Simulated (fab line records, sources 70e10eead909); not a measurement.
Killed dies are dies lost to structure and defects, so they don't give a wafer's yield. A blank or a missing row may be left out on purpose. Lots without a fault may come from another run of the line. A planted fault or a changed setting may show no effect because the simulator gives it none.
Which tool did it? | flow nand_harc | 6 lots, 18 wafers sampled, at 2 steps of a route of 1302

WHAT THE GAUGES READ, wafer by wafer
NHARC_THIN_TSV_THK_MEAS_02: measures by ir.
lot  | measured     | on            | thk_nm (nm)
L518 | day 24 03:54 | film_metro-02 | 3006 2812 2836
L523 | day 25 11:18 | film_metro-01 | 2733 2487 2733
L526 | day 27 22:01 | film_metro-01 | 3039 3406 3464
L528 | day 28 20:10 | film_metro-01 | 2964 2478 2720
L534 | day 31 01:50 | film_metro-01 | 3161 3314 3226
L537 | day 32 01:30 | film_metro-02 | 2851 3178 2811

WHICH TOOL RAN EACH LOT (tool, then ch and the chambers of the sampled wafers, then the start)
lot  | NHARC_A_WL_FILL_ETCHBACK_04
L518 | rie_metal-01 ch 0,1, day 21 01:59
L523 | rie_metal-03 ch 0,1, day 22 06:33
L526 | rie_metal-02 ch 0,1, day 24 17:10
L528 | rie_metal-03 ch 0,1, day 25 07:16
L534 | rie_metal-01 ch 0,1, day 27 17:19
L537 | rie_metal-02 ch 0,1, day 28 15:11
- NHARC_A_WL_FILL_ETCHBACK_04: etches the open film in NF3, target depth 60 nm, time 120 s.

THE ANSWER, worked out from the rows above alone
Rule: what is usual is taken from the lots themselves. Put in order of their means at a reading, lots are off if they are a third of the lots or fewer, leave a main group of 4 or more, and stand apart from it by a gap of 3 or more times the standard deviation of the main group's means; of several such gaps the widest counts. A main group whose means are all the same, to the digits that the tables above print for the reading, isn't used. A lot without any number at a reading at which 4 lots or more have one is off too. The other lots that the step has rows for count as sound.
No lot is off at any reading shown: from this, nothing can be told.

WHAT THE SIMULATOR HAD PUT IN
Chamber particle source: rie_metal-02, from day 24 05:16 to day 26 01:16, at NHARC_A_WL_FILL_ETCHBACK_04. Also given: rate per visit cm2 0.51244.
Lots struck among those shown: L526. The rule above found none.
